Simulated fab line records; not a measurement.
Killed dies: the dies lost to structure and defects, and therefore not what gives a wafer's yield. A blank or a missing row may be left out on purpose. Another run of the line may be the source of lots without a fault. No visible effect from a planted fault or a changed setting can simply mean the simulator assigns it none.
fab line records -- flow n5Finfet
[record] lots = 4, wafers = 12, lastDay = 17
route steps=1938 shown BEOL_M4@1099 BEOL_M5@1112 PASSIVATION@1936
lots that met no fault: taken from a fault-free run of the same line
startH: start of the lot's first displayed wafer, in hours after the record's first day -- waitH: hours since the lot's step before -- " the same as in the row above -- L1.1+2: a row that stands for several wafers -- - value missing, or start not given -- * or withheld: withheld -- < > ~ a bound
route shown NAME@n: NAME is a module with steps in the file, n the number in the route of the first one -- usual: mean and standard deviation over wafers with no fault -- same: alike in all rows -- chamber/n: place in a boat -- sites: the reading at each site -- _std_site: the values' standard deviation -- _edge_site: inner sites' mean taken away from outer sites' mean -- radiusMm: how far each site lies from the wafer's centre -- mask NAME#n: copy n -- behind: the tool/chamber that last shaped the wafer -- hold: why the lot was held/for how many hours/how that ended -- device: whichever transistor did not switch (one of n, p or np) -- end of line: the same wafers' tests at the end of the route -- a step without rows: its recipe alone -- killed: dies lost to structure and defects at the first sort, not the wafer's yield -- map: a wafer's dies, marking killed ones x, the rest . and places with no die _
set.NAME: the setting the step ran with; set.NAME@STEP: the setting that earlier step ran with -- model.NAME: the simulator's own value behind a step, which no gauge read
a table for each step, a row for each wafer; lots at some steps of the route
services: from which hour (startH, from the record's first day; less than 0 if before it) a tool's chamber was out of use, for how many hours, and why
[[steps]]
[step N5_BEOL_M4_ANNEAL_95]
[recipe] tempC = 400, timeS = 240, ambient = vacuum
[step N5_BEOL_M4_SPUTTER_96]
[recipe] material = Cu, targetThkA = 45, tempC = -20, chamberPressurePa = 0.07, powerW = withheld, timeS = 8.29
[step N5_BEOL_M4_ECD_50]
[recipe] material = Cu, targetThkA = 3000
[step N5_BEOL_M4_ANNEAL_51]
[recipe] tempC = 225, timeS = 90, ambient = N2
[step N5_BEOL_M4_CMP_52]
[recipe] stopOn = SiOC, tOverpolishS = 6.8, downForcePsi = 1, platenRpm = 50, clearingPlatenDownForcePsi = 1.5, clearingPlatenRpm = 50, postCmpClean = cuAlkaline, targetThkNm = 40, clearingPlatenPadVelocityMS = 0.99484, padVelocityMS = 0.99484
[step N5_BEOL_M4_PRE_CLEAN_60]
[recipe] gas = NH3/H2, timeS = 15, tempC = *, rfPowerW = 300
[step N5_BEOL_M4_CO_CAP_55]
[recipe] material = Co, targetThkA = 20, tempC = 200, precursor = CCTBA/H2, pressureTorr = 30, timeS = 102.1
[step N5_BEOL_M4_PRE_CLEAN_56]
[recipe] gas = NH3, timeS = 15, tempC = withheld, rfPowerW = 300
[step N5_BEOL_M4_DEP_57]
[recipe] material = SiCN, targetThkA = 80, tempC = withheld, precursor = 3MS/NH3, pressureTorr = 3, rfW = 202, timeS = 14
[step N5_BEOL_M4_RC_MEAS_101]
[usual] DIBL_N = 36.0/2.5, DIBL_P = 36.7/3, IOFF_N = 0.16/0.043, IOFF_P = 0.21/0.049, ION_N = 673/15, ION_P = 461/9.8, SS_N = 71.5/0.83, SS_P = 73.4/0.83, VT_N = 250/4, VT_P = -251/4
lot.wafer,tool,chamber,startH,waitH,DIBL_N[mV/V],DIBL_P[mV/V],IOFF_N[nA/um],IOFF_P[nA/um],ION_N[uA/um],ION_P[uA/um],SS_N[mV/dec],SS_P[mV/dec],VT_N[mV],VT_P[mV]
L629.1,prober-01,0,218.09,0.0,34.3,36.4,0.15,0.18,674,454,71.6,73.0,250,-254
L629.3,prober-01,0,218.09,0.0,32.8,33.3,0.11,0.14,651,447,70.3,73.1,253,-252
L629.5,prober-01,0,218.09,0.0,34.3,35.7,0.14,0.17,658,453,71.0,73.5,251,-254
L631.3,prober-02,0,242.34,0.3,36.3,36.6,0.18,0.21,697,467,71.0,73.8,249,-252
L631.4,prober-02,0,242.34,0.3,39.4,39.3,0.20,0.24,678,457,72.8,74.5,248,-252
L631.6,prober-02,0,242.34,0.3,39.2,40.1,0.22,0.27,691,482,72.9,74.1,247,-249
L637.2,prober-02,0,277.09,0.2,37.5,39.2,0.18,0.28,686,480,72.4,73.2,245,-245
L637.3,prober-02,0,277.09,0.2,39.4,40.0,0.22,0.28,699,472,72.1,73.7,247,-247
L637.4,prober-02,0,277.09,0.2,36.6,37.6,0.17,0.24,687,474,70.8,73.1,249,-248
L638.2,prober-02,0,296.29,0.2,33.6,34.7,0.13,0.16,654,443,71.1,72.4,255,-254
L638.5,prober-02,0,296.29,0.2,34.3,36.4,0.14,0.18,678,463,70.8,72.9,253,-253
L638.6,prober-02,0,296.29,0.2,31.0,31.9,0.10,0.12,648,441,69.8,72.7,257,-259
[step N5_BEOL_M5_ILD_DEP_00]
[recipe] material = SiCOH_lowk, targetThkA = 1406.4, tempC = 300, precursor = DEMS/porogen, pressureTorr = 5, rfW = 500, timeS = 25.9
[step N5_BEOL_M5_CURE_79]
[recipe] tempC = 385, timeS = 240, ambient = He/Ar, material = SiCOH_lowk
[step N5_BEOL_M5_PECVD_70]
[recipe] material = SiO2, targetThkA = 160, tempC = 400, precursor = TEOS/O2, pressureTorr = 5.5, rfW = 450, teosFlowSccm = 53.8, gas = O2, flowSccm = 3000, timeS = 18
[step N5_BEOL_M5_HM_DEP_02]
[recipe] material = TiN, targetThkA = 200, tempC = 25, chamberPressurePa = 0.49996
[step N5_BEOL_M5_COAT_59]
[recipe] resist = SOC, tempC = 250, timeS = 60, spinRpm = 1500, resistThkNm = 60
[step N5_BEOL_M5_COAT_60]
[recipe] resist = SiARC, tempC = 220, timeS = 60, spinRpm = 1500, resistThkNm = 12
[step N5_BEOL_M5_COAT_71]
[recipe] resist = underlayer, tempC = 205, timeS = 60, spinRpm = 1500, resistThkNm = 5
[step N5_BEOL_M5_COAT_05]
[recipe] resist = CAR-EUV, spinRpm = 1500, resistThkNm = 30
[step N5_BEOL_M5_EBR_07]
[recipe] solvent = PGMEA, ebrWidthMm = 1.5
[step N5_BEOL_M5_SOFTBAKE_06]
[recipe] tempC = 110, timeS = 60, resist = CAR-EUV
[step N5_BEOL_M5_EXPOSE_08]
[recipe] maskId = M5, na = 0.33, sourceShape = annular, sigmaInner = 0.4, sigmaOuter = 0.8, polarization = unpolarized, targetCdNm = 28, doseMj = 35.75
[step N5_BEOL_M5_PEB_09]
[recipe] pebTempC = 100, pebTimeS = 60, resist = CAR-EUV
[step N5_BEOL_M5_DEVELOP_10]
[recipe] developTimeS = 30, developer = TMAH, resist = CAR-EUV, rinseLiquid = surfactantRinse, dry = airSpin, devTempC = 23
[step N5_BEOL_M5_DESCUM_16]
[recipe] chemistry = O2, timeS = 7, sourcePowerW = 50, biasPowerW = 20, pressureMtorr = 20, rfFrequencyHz = 2.712e+07, tempC = 40, resist = CAR-EUV, o2FlowSccm = 225
[step N5_BEOL_M5_ETCH_72]
[recipe] chemistry = N2/H2, target = underlayer, targetDepthA = 65, maskMaterial = CAR-EUV, timeS = 5.2, ionEnergyEv = 200, pressureMtorr = 30, sourceW = 840, biasW = 150, n2FlowSccm = 200, h2FlowSccm = 200, ends = cleared
[step N5_BEOL_M5_ETCH_61]
[recipe] chemistry = CF4, target = SiARC, targetDepthA = 156, maskMaterial = CAR-EUV, timeS = 26, ionEnergyEv = 80, pressureMtorr = 40, sourceW = 545, biasW = 36, Ar_flow_sccm = 100, cf4FlowSccm = 100, ends = cleared
[step N5_BEOL_M5_ETCH_62]
[recipe] chemistry = N2/H2, target = SOC, targetDepthA = 750, overetchA = 150, maskMaterial = SiARC, tempC = 40, timeS = 112.5, ionEnergyEv = 200, pressureMtorr = 30, sourceW = 840, biasW = 150, n2FlowSccm = 200, h2FlowSccm = 200
[step N5_BEOL_M5_STRIP_63]
[recipe] chemistry = N2/H2, tempC = 40, n2FlowSccm = 200, h2FlowSccm = 200, rfFrequencyHz = 6e+07
[step N5_BEOL_M5_STRIP_73]
[recipe] chemistry = N2/H2, tempC = 40, n2FlowSccm = 200, h2FlowSccm = 200, rfFrequencyHz = 6e+07
[step N5_BEOL_M5_STRIP_64]
[recipe] chemistry = CF4, resist = SiARC, powerW = 300, biasPowerW = 75, pressureMtorr = 50, cf4FlowSccm = 150, rfFrequencyHz = 6e+07
[step N5_BEOL_M5_HM_OPEN_17]
[recipe] chemistry = Cl2/BCl3, targetDepthA = 200, overetchA = 60, target = TiN, maskMaterial = SOC, ionEnergyEv = 150, pressureMtorr = 10, icpW = 1000, biasW = 126, Cl2_flow_sccm = 53.25, bcl3FlowSccm = 21.75, Ar_flow_sccm = 25
[step N5_BEOL_M5_STRIP_19]
[recipe] chemistry = O2, powerW = 400, tempC = 40, pressureMtorr = 30, rfFrequencyHz = 6e+07, biasPowerW = 0, overashFraction = 0.2, o2FlowSccm = 225
[step N5_BEOL_M5_COAT_65]
[recipe] resist = SOC, tempC = 250, timeS = 60, spinRpm = 1500, resistThkNm = 60
[step N5_BEOL_M5_COAT_66]
[recipe] resist = SiARC, tempC = 220, timeS = 60, spinRpm = 1500, resistThkNm = 12
[step N5_BEOL_M5_EXPOSE_25]
[recipe] maskId = V4, na = 0.33, sourceShape = quasar, sigmaInner = 0.2, sigmaOuter = 0.6, polarization = unpolarized, defocusNm = 10, doseMj = 52.75
[same] na = 0.33
lot.wafer,tool,chamber,startH,waitH,mask
L629.1+3+5,euvScanner-02,0,221.91,-,V4#0
L631.3+4+6,euvScanner-01,0,245.42,-,V4#0
L637.2+3+4,euvScanner-02,0,282.62,-,V4#0
L638.2+5+6,euvScanner-02,0,301.26,-,V4#0
[step N5_PASSIVATION_PROBE_49]
[usual] defectLimitedYield = 91.1/1.5, killed_at_M0_to_M3 = 37/11, killed_at_M4_up = 13/5.6, killedAtContacts = 12/5.6, killedAtFrontEnd = 39/11, killedAtOther = 4/3.1, killedDies = 105/18, killedOnRim = 14/3.8, killedOpen = 69/13, killedShort = 35/7.4, sort_bin_5_function = 5.1/0.92, sort_bin_6_memory = 3.4/0.76, sort_bin_8_speed = 0.02/0.11, sortNPass = 1075/18, sortYieldPct = 91.1/1.5
[same] grossDies = 1180, killedAtBackSide = 0, sort_bin_4_leakage[%] = 0
lot.wafer,tool,chamber,startH,waitH,defectLimitedYield[%],killed_at_M0_to_M3,killed_at_M4_up,killedAtContacts,killedAtFrontEnd,killedAtOther,killedDies,killedOnRim,killedOpen,killedShort,sort_bin_5_function[%],sort_bin_6_memory[%],sort_bin_8_speed[%],sortNPass,sortYieldPct[%]
L629.1,prober-01,-,315.84,0.0,91.4,40,5,13,34,9,101,17,71,30,4.6,3.6,0,1079,91.4
L629.3,prober-01,-,315.94,0.1,89.2,61,9,7,46,5,128,15,69,58,6.6,3.6,0,1052,89.2
L629.5,prober-01,-,316.04,0.2,90.1,44,6,14,48,5,117,17,68,48,6.2,3.5,0,1063,90.1
L637.2,prober-02,-,395.22,0.1,0,24,1105,6,39,6,1180,152,54,29,5.0,2.0,0,0,0
L637.3,prober-02,-,395.27,0.1,93.5,18,9,12,34,4,77,16,49,27,4.2,1.9,0,1103,93.5
L637.4,prober-02,-,395.32,0.2,0,18,1085,19,56,2,1180,152,68,35,5.3,3.1,0,0,0
L638.2,prober-02,-,410.08,0.1,0,28,1108,11,31,2,1180,152,65,25,3.9,3.5,0,0,0
// killed by level:class
L629.1 FIN_SAQP:geometricParticle:open=13 MOL_CONTACT_COAG:geometricParticle:open=13 BEOL_M0_SAQP:geometricParticle:open=10 FIN_SAQP:geometricParticle:short=8 BEOL_M0_SAQP:geometricParticle:short=7 BEOL_M2:geometricParticle:open=6 BEOL_M1:geometricParticle:open=5 STI_FIN_REVEAL:geometricParticle:open=4
L629.3 FIN_SAQP:geometricParticle:short=15 BEOL_M0_SAQP:geometricParticle:short=13 BEOL_M0_SAQP:geometricParticle:open=12 BEOL_M2:geometricParticle:open=11 BEOL_M2:geometricParticle:short=11 FIN_SAQP:geometricParticle:open=8 STI_FIN_REVEAL:geometricParticle:open=8 BEOL_M3:geometricParticle:open=6
L629.5 FIN_SAQP:geometricParticle:short=12 MOL_CONTACT_COAG:geometricParticle:open=12 BEOL_M2:geometricParticle:open=10 STI_FIN_REVEAL:geometricParticle:open=8 BEOL_M0_SAQP:geometricParticle:short=8 BEOL_M0_SAQP:geometricParticle:open=7 FIN_SAQP:geometricParticle:open=6 BEOL_M0:geometricParticle:open=6
L637.2 BEOL_M5:areaExpose=1095 STI_FIN_REVEAL:geometricParticle:open=9 FIN_SAQP:geometricParticle:open=8 FIN_SAQP:geometricParticle:short=7 BEOL_M0_SAQP:geometricParticle:short=5 BEOL_M3:geometricParticle:open=5 GATE_CUT:geometricParticle:short=4 DUMMY_GATE:geometricParticle:open=4
L637.3 MOL_CONTACT_COAG:geometricParticle:open=11 GATE_CUT:geometricParticle:short=7 FIN_SAQP:geometricParticle:open=6 FIN_SAQP:geometricParticle:short=6 DUMMY_GATE:geometricParticle:open=5 BEOL_M0_SAQP:geometricParticle:open=5 BEOL_M0:geometricParticle:open=4 BEOL_M1:geometricParticle:open=4
L637.4 BEOL_M5:areaExpose=1077 MOL_CONTACT_COAG:geometricParticle:open=18 FIN_SAQP:geometricParticle:short=15 DUMMY_GATE:geometricParticle:open=13 FIN_SAQP:geometricParticle:open=7 BEOL_M0_SAQP:geometricParticle:short=7 STI_FIN_REVEAL:geometricParticle:open=5 GATE_CUT:geometricParticle:open=5
L638.2 BEOL_M5:areaExpose=1090 STI_FIN_REVEAL:geometricParticle:open=9 BEOL_M2:geometricParticle:open=8 BEOL_M4:geometricParticle:open=8 MOL_CONTACT_COAG:geometricParticle:open=6 BEOL_M3:geometricParticle:open=6 MOL_CONTACT_COAG:geometricParticle:short=5 FIN_SAQP:geometricParticle:open=4
// map L637.2 (x killed, . not)
_________________xxxxxxxxxxxx________________
______________xxxxxxxxxxxxxxxxxx_____________
___________xxxxxxxxxxxxxxxxxxxxxxxx__________
__________xxxxxxxxxxxxxxxxxxxxxxxxxx_________
________xxxxxxxxxxxxxxxxxxxxxxxxxxxxxx_______
_______xxxxxxxxxxxxxxxxxxxxxxxxxxxxxxxx______
______xxxxxxxxxxxxxxxxxxxxxxxxxxxxxxxxxx_____
_____xxxxxxxxxxxxxxxxxxxxxxxxxxxxxxxxxxxx____
____xxxxxxxxxxxxxxxxxxxxxxxxxxxxxxxxxxxxxx___
___xxxxxxxxxxxxxxxxxxxxxxxxxxxxxxxxxxxxxxxx__
___xxxxxxxxxxxxxxxxxxxxxxxxxxxxxxxxxxxxxxxx__
__xxxxxxxxxxxxxxxxxxxxxxxxxxxxxxxxxxxxxxxxxx_
__xxxxxxxxxxxxxxxxxxxxxxxxxxxxxxxxxxxxxxxxxx_
_xxxxxxxxxxxxxxxxxxxxxxxxxxxxxxxxxxxxxxxxxxxx
_xxxxxxxxxxxxxxxxxxxxxxxxxxxxxxxxxxxxxxxxxxxx
_xxxxxxxxxxxxxxxxxxxxxxxxxxxxxxxxxxxxxxxxxxxx
_xxxxxxxxxxxxxxxxxxxxxxxxxxxxxxxxxxxxxxxxxxxx
_xxxxxxxxxxxxxxxxxxxxxxxxxxxxxxxxxxxxxxxxxxxx
_xxxxxxxxxxxxxxxxxxxxxxxxxxxxxxxxxxxxxxxxxxxx
_xxxxxxxxxxxxxxxxxxxxxxxxxxxxxxxxxxxxxxxxxxxx
_xxxxxxxxxxxxxxxxxxxxxxxxxxxxxxxxxxxxxxxxxxxx
__xxxxxxxxxxxxxxxxxxxxxxxxxxxxxxxxxxxxxxxxxx_
__xxxxxxxxxxxxxxxxxxxxxxxxxxxxxxxxxxxxxxxxxx_
___xxxxxxxxxxxxxxxxxxxxxxxxxxxxxxxxxxxxxxxx__
___xxxxxxxxxxxxxxxxxxxxxxxxxxxxxxxxxxxxxxxx__
____xxxxxxxxxxxxxxxxxxxxxxxxxxxxxxxxxxxxxx___
_____xxxxxxxxxxxxxxxxxxxxxxxxxxxxxxxxxxxx____
______xxxxxxxxxxxxxxxxxxxxxxxxxxxxxxxxxx_____
_______xxxxxxxxxxxxxxxxxxxxxxxxxxxxxxxx______
________xxxxxxxxxxxxxxxxxxxxxxxxxxxxxx_______
__________xxxxxxxxxxxxxxxxxxxxxxxxxx_________
___________xxxxxxxxxxxxxxxxxxxxxxxx__________
______________xxxxxxxxxxxxxxxxxx_____________
_________________xxxxxxxxxxxx________________
// map L638.2 (x killed, . not)
_________________xxxxxxxxxxxx________________
______________xxxxxxxxxxxxxxxxxx_____________
___________xxxxxxxxxxxxxxxxxxxxxxxx__________
__________xxxxxxxxxxxxxxxxxxxxxxxxxx_________
________xxxxxxxxxxxxxxxxxxxxxxxxxxxxxx_______
_______xxxxxxxxxxxxxxxxxxxxxxxxxxxxxxxx______
______xxxxxxxxxxxxxxxxxxxxxxxxxxxxxxxxxx_____
_____xxxxxxxxxxxxxxxxxxxxxxxxxxxxxxxxxxxx____
____xxxxxxxxxxxxxxxxxxxxxxxxxxxxxxxxxxxxxx___
___xxxxxxxxxxxxxxxxxxxxxxxxxxxxxxxxxxxxxxxx__
___xxxxxxxxxxxxxxxxxxxxxxxxxxxxxxxxxxxxxxxx__
__xxxxxxxxxxxxxxxxxxxxxxxxxxxxxxxxxxxxxxxxxx_
__xxxxxxxxxxxxxxxxxxxxxxxxxxxxxxxxxxxxxxxxxx_
_xxxxxxxxxxxxxxxxxxxxxxxxxxxxxxxxxxxxxxxxxxxx
_xxxxxxxxxxxxxxxxxxxxxxxxxxxxxxxxxxxxxxxxxxxx
_xxxxxxxxxxxxxxxxxxxxxxxxxxxxxxxxxxxxxxxxxxxx
_xxxxxxxxxxxxxxxxxxxxxxxxxxxxxxxxxxxxxxxxxxxx
_xxxxxxxxxxxxxxxxxxxxxxxxxxxxxxxxxxxxxxxxxxxx
_xxxxxxxxxxxxxxxxxxxxxxxxxxxxxxxxxxxxxxxxxxxx
_xxxxxxxxxxxxxxxxxxxxxxxxxxxxxxxxxxxxxxxxxxxx
_xxxxxxxxxxxxxxxxxxxxxxxxxxxxxxxxxxxxxxxxxxxx
__xxxxxxxxxxxxxxxxxxxxxxxxxxxxxxxxxxxxxxxxxx_
__xxxxxxxxxxxxxxxxxxxxxxxxxxxxxxxxxxxxxxxxxx_
___xxxxxxxxxxxxxxxxxxxxxxxxxxxxxxxxxxxxxxxx__
___xxxxxxxxxxxxxxxxxxxxxxxxxxxxxxxxxxxxxxxx__
____xxxxxxxxxxxxxxxxxxxxxxxxxxxxxxxxxxxxxx___
_____xxxxxxxxxxxxxxxxxxxxxxxxxxxxxxxxxxxx____
______xxxxxxxxxxxxxxxxxxxxxxxxxxxxxxxxxx_____
_______xxxxxxxxxxxxxxxxxxxxxxxxxxxxxxxx______
________xxxxxxxxxxxxxxxxxxxxxxxxxxxxxx_______
__________xxxxxxxxxxxxxxxxxxxxxxxxxx_________
___________xxxxxxxxxxxxxxxxxxxxxxxx__________
______________xxxxxxxxxxxxxxxxxx_____________
_________________xxxxxxxxxxxx________________
[[services]]
tool,chamber,startH,hours,kind
euvScanner-02,-,204.32,4.6,pm
euvScanner-01,-,208.91,1.0,pm
euvScanner-01,-,236.38,5.8,pm
euvScanner-02,-,242.16,1.0,pm
euvScanner-02,-,251.95,6.2,pm
euvScanner-01,-,258.46,1.8,repair
euvScanner-01,-,262.94,1.0,pm
euvScanner-02,-,295.79,1.0,pm
[[key]]
[firstSign] step = N5_PASSIVATION_PROBE_49, reading = killed_at_M4_up, direction = up, sigmas = 99+, usual = 13, struck = 1099
[effect] step = N5_PASSIVATION_PROBE_49, reading = defectLimitedYield, direction = down, sigmas = 60, usual = 91.1, struck = 0
[moreKillsBornAt] N5_BEOL_M5_EXPOSE_25@euvScanner-02 = 3262
metAt N5_BEOL_M5_EXPOSE_25
struckWafers L637.2,L637.4,L638.2
laterRowsLeftOut L637.2,L637.4,L638.2
onsetBetween 221.91 282.62
[fault] kind = processParameterDrift, tool = euvScanner-02, chamber = -, onsetH = 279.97, steps = N5_BEOL_M5_EXPOSE_25, channel = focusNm, offset = 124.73, shape = step, endH = 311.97, scope = struckWafersOnly
// laterRowsLeftOut: the simulator's readings of these wafers behind a module that went badly wrong aren't trusted and aren't shown, but for the sort
